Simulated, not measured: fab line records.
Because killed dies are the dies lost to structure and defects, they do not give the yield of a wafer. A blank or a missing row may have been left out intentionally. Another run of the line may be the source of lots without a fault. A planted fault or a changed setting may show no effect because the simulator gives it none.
Which tool was responsible? + flow n5-finfet + 10 lots, 29 wafers sampled, at 5 steps of a route of 1938

WHAT EACH GAUGE READ, for each wafer
No reading from a measuring or inspecting step in the record can be judged against a usual standard deviation.

TOOL THAT RAN EACH LOT (tool first, then ch and the chambers of the sampled wafers, then the start)
| lot  | N5_BEOL_M5_STRIP_64                | N5_BEOL_M5_EXPOSE_25              | N5_BEOL_M5_DESCUM_33               | N5_BEOL_M5_ETCH_68                 | N5_PASSIVATION_PROBE_49 |
|------|------------------------------------|-----------------------------------|------------------------------------|------------------------------------|-------------------------|
| L955 | rie-diel-06 ch 1,2,3, day 8 00:41  | euv-scanner-01 ch 0, day 8 02:25  | rie-diel-02 ch 1,2,3, day 8 02:55  | rie-diel-02 ch 1,2,3, day 8 02:59  | -                       |
| L956 | rie-diel-06 ch 2,3, day 8 11:43    | euv-scanner-01 ch 0, day 8 12:20  | rie-diel-02 ch 1,2, day 8 13:09    | rie-diel-02 ch 1,2, day 8 13:14    | -                       |
| L963 | rie-diel-06 ch 0,2,3, day 10 06:10 | euv-scanner-01 ch 0, day 10 08:27 | rie-diel-06 ch 0,2,3, day 10 08:47 | rie-diel-06 ch 0,2,3, day 10 08:52 | -                       |
| L967 | rie-diel-06 ch 1,2,3, day 11 07:28 | euv-scanner-02 ch 0, day 11 07:59 | rie-diel-06 ch 1,2, day 11 08:34   | rie-diel-06 ch 1,2, day 11 08:38   | -                       |
| L968 | rie-diel-06 ch 1,2,3, day 11 10:06 | euv-scanner-01 ch 0, day 11 12:20 | rie-diel-06 ch 2,3, day 11 12:42   | rie-diel-06 ch 2,3, day 11 12:47   | prober-02, day 15 14:50 |
| L969 | rie-diel-01 ch 1,3, day 11 15:20   | euv-scanner-01 ch 0, day 11 15:46 | rie-diel-02 ch 1,2, day 11 16:01   | rie-diel-02 ch 1,2, day 11 16:05   | prober-01, day 15 20:42 |
| L970 | rie-diel-01 ch 0,1,3, day 12 05:32 | euv-scanner-02 ch 0, day 12 06:12 | rie-diel-01 ch 2,3, day 12 06:26   | rie-diel-01 ch 2,3, day 12 06:31   | -                       |
| L971 | rie-diel-01 ch 0,1, day 12 10:06   | euv-scanner-02 ch 0, day 12 11:41 | rie-diel-06 ch 1,2,3, day 12 11:56 | rie-diel-06 ch 1,2,3, day 12 12:01 | -                       |
| L973 | rie-diel-02 ch 0,1, day 12 17:52   | euv-scanner-02 ch 0, day 12 19:58 | rie-diel-06 ch 0,1,2, day 12 20:16 | rie-diel-06 ch 0,1,2, day 12 20:21 | -                       |
| L976 | rie-diel-02 ch 0,3, day 14 00:50   | euv-scanner-02 ch 0, day 14 11:44 | rie-diel-01 ch 1,3, day 14 12:00   | rie-diel-01 ch 1,3, day 14 12:05   | -                       |
- N5_BEOL_M5_STRIP_64: strips in CF4.
- N5_BEOL_M5_EXPOSE_25: exposes mask V4, defocus 10 nm.
- N5_BEOL_M5_DESCUM_33: chemistry O2, time 7 s.
- N5_BEOL_M5_ETCH_68: etches SOC in N2/H2, target depth 80 nm, overetch 16 nm, time 120 s.
- N5_PASSIVATION_PROBE_49

WHAT THE TOOLS THEMSELVES READ (means of the sampled wafers that have a number; where no wafer has one, the mark that the record gives instead)
N5_BEOL_M5_STRIP_64.
| lot  | tool        | drypump-motor-current-A (A) | oes-product-au (a.u.) | rf-vpp-V (V) | showerhead-plenum-p-Torr (Torr) | throttle-valve-pct (%) |
|------|-------------|-----------------------------|-----------------------|--------------|---------------------------------|------------------------|
| L955 | rie-diel-06 | 5.4                         | 0.75                  | 272.6        | 1.81                            | 13.56                  |
| L956 | rie-diel-06 | 5.3                         | 0.76                  | 272.0        | 1.85                            | 13.64                  |
| L963 | rie-diel-06 | 5.5                         | 0.82                  | 270.7        | 1.81                            | 13.48                  |
| L967 | rie-diel-06 | 5.4                         | 0.82                  | 271.6        | 1.80                            | 13.42                  |
| L968 | rie-diel-06 | 5.4                         | 0.82                  | 271.4        | 1.80                            | 13.43                  |
| L969 | rie-diel-01 | 6.1                         | 0.81                  | 272.0        | 1.84                            | 13.51                  |
| L970 | rie-diel-01 | 5.9                         | 0.80                  | 270.4        | 1.81                            | 13.61                  |
| L971 | rie-diel-01 | 5.7                         | 0.79                  | 270.9        | 1.79                            | 13.71                  |
| L973 | rie-diel-02 | 5.7                         | 0.85                  | 271.4        | 1.82                            | 13.52                  |
| L976 | rie-diel-02 | 6.2                         | 0.91                  | 271.4        | 1.82                            | 13.42                  |

N5_BEOL_M5_EXPOSE_25.
| lot  | tool           | exposure-dose-mJ-cm2 |
|------|----------------|----------------------|
| L955 | euv-scanner-01 | 52.77                |
| L956 | euv-scanner-01 | 52.70                |
| L963 | euv-scanner-01 | 52.77                |
| L967 | euv-scanner-02 | 52.60                |
| L968 | euv-scanner-01 | 51.43                |
| L969 | euv-scanner-01 | 51.64                |
| L970 | euv-scanner-02 | 52.56                |
| L971 | euv-scanner-02 | 52.61                |
| L973 | euv-scanner-02 | 52.57                |
| L976 | euv-scanner-02 | 52.60                |

N5_BEOL_M5_DESCUM_33.
| lot  | tool        | drypump-motor-current-A (A) | o2-flow-sccm (sccm) | oes-product-au (a.u.) | rf-vpp-V (V) | showerhead-plenum-p-Torr (Torr) | throttle-valve-pct (%) |
|------|-------------|-----------------------------|---------------------|-----------------------|--------------|---------------------------------|------------------------|
| L955 | rie-diel-02 | 5.8                         | 225.1               | 0.72                  | 242.6        | 2.08                            | 20.40                  |
| L956 | rie-diel-02 | 5.4                         | 224.9               | 0.75                  | 241.9        | 2.06                            | 20.28                  |
| L963 | rie-diel-06 | 5.6                         | 225.3               | 0.84                  | 243.5        | 2.11                            | 20.41                  |
| L967 | rie-diel-06 | 5.4                         | 224.9               | 0.87                  | 243.3        | 2.10                            | 20.28                  |
| L968 | rie-diel-06 | 5.3                         | 224.7               | 0.75                  | 243.9        | 2.14                            | 20.51                  |
| L969 | rie-diel-02 | 5.6                         | 225.4               | 0.71                  | 243.3        | 2.11                            | 20.47                  |
| L970 | rie-diel-01 | 5.7                         | 224.9               | 0.73                  | 243.3        | 2.10                            | 20.21                  |
| L971 | rie-diel-06 | 5.4                         | 225.0               | 0.82                  | 243.5        | 2.11                            | 20.32                  |
| L973 | rie-diel-06 | 5.5                         | 224.8               | 0.84                  | 243.7        | 2.09                            | 20.40                  |
| L976 | rie-diel-01 | 6.2                         | 224.6               | 0.79                  | 243.4        | 2.12                            | 20.42                  |

N5_BEOL_M5_ETCH_68.
| lot  | tool        | drypump-motor-current-A (A) | oes-product-au (a.u.) | rf-vpp-V (V) | showerhead-plenum-p-Torr (Torr) | throttle-valve-pct (%) |
|------|-------------|-----------------------------|-----------------------|--------------|---------------------------------|------------------------|
| L955 | rie-diel-02 | 5.8                         | 0.55                  | 524.3        | 2.53                            | 17.80                  |
| L956 | rie-diel-02 | 5.4                         | 0.57                  | 523.0        | 2.51                            | 17.73                  |
| L963 | rie-diel-06 | 5.5                         | 0.63                  | 525.1        | 2.56                            | 17.76                  |
| L967 | rie-diel-06 | 5.4                         | 0.66                  | 523.9        | 2.55                            | 17.71                  |
| L968 | rie-diel-06 | 5.3                         | 0.57                  | 525.6        | 2.61                            | 17.94                  |
| L969 | rie-diel-02 | 5.6                         | 0.55                  | 523.6        | 2.56                            | 17.92                  |
| L970 | rie-diel-01 | 5.7                         | 0.56                  | 524.3        | 2.56                            | 17.77                  |
| L971 | rie-diel-06 | 5.4                         | 0.63                  | 525.0        | 2.56                            | 17.73                  |
| L973 | rie-diel-06 | 5.5                         | 0.64                  | 523.9        | 2.54                            | 17.78                  |
| L976 | rie-diel-01 | 6.2                         | 0.61                  | 525.0        | 2.54                            | 17.65                  |

N5_PASSIVATION_PROBE_49.
| lot  | tool      | defect-limited-yield (%) | killed_at_M0_to_M3 | killed_at_M4_up | killed-at-contacts | killed-at-front-end | killed-at-other | killed-dies | killed-open | killed-short | sort_bin_5_function (%) | sort_bin_6_memory (%) | sort-n-pass | sort-yield-pct (%) |
|------|-----------|--------------------------|--------------------|-----------------|--------------------|---------------------|-----------------|-------------|-------------|--------------|-------------------------|-----------------------|-------------|--------------------|
| L968 | prober-02 | 89.9                     | 45                 | 30              | 9                  | 33                  | 2.0             | 119         | 78          | 34           | 5.5                     | 4.2                   | 1061        | 89.9               |
| L969 | prober-01 | 90.9                     | 39                 | 24              | 9                  | 33                  | 2.7             | 108         | 70          | 31           | 5.4                     | 3.5                   | 1072        | 90.9               |

THE ANSWER, worked out from the rows above alone
Rule: what is usual is taken from the lots themselves. Put in order of their means at a reading, lots are off if they are a third of the lots or fewer, leave a main group of 4 or more, and stand apart from it by a gap of 3 or more times the standard deviation of the main group's means; of several such gaps the widest counts. Not used: any main group whose means are identical at the precision the tables above print for the reading. A lot without any number at a reading at which 4 lots or more have one is off too. The other lots that the step has rows for count as sound. The gauges are gone through in route order, then the tools' own readings, and for those a lot's mean is taken as printed above. At the first step where some lot is off, the reading lying furthest off is the one used; lots without a number count as furthest.
Off, at N5_BEOL_M5_EXPOSE_25 on exposure-dose-mJ-cm2: L968, L969. For the main group the mean is 52.65 and the standard deviation 0.081.
If a tool, at that step or one of the process steps before it, ran each lot that is off and ran no sound lot following the first of them, it fits. One fits: N5_BEOL_M5_EXPOSE_25 on euv-scanner-01. A fault onset in the window from L963 (day 10 08:27, its last sound lot) to L968 (day 11 12:20, its first lot off) fits.
On the lots that are off, the tool's own readings at N5_BEOL_M5_EXPOSE_25 differ by more than 5 times the standard deviation of the sound lots' means, which bears it out; exposure-dose-mJ-cm2 reads 51.53 there versus 52.65 on the sound lots.

WHAT HAD BEEN PUT IN BY THE SIMULATOR
Drift in process parameters on euv-scanner-01 at N5_BEOL_M5_EXPOSE_25, starting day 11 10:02. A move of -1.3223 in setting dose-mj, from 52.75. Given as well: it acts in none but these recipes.
Lots struck among those shown: L968, L969. This agrees with what the rule above found.
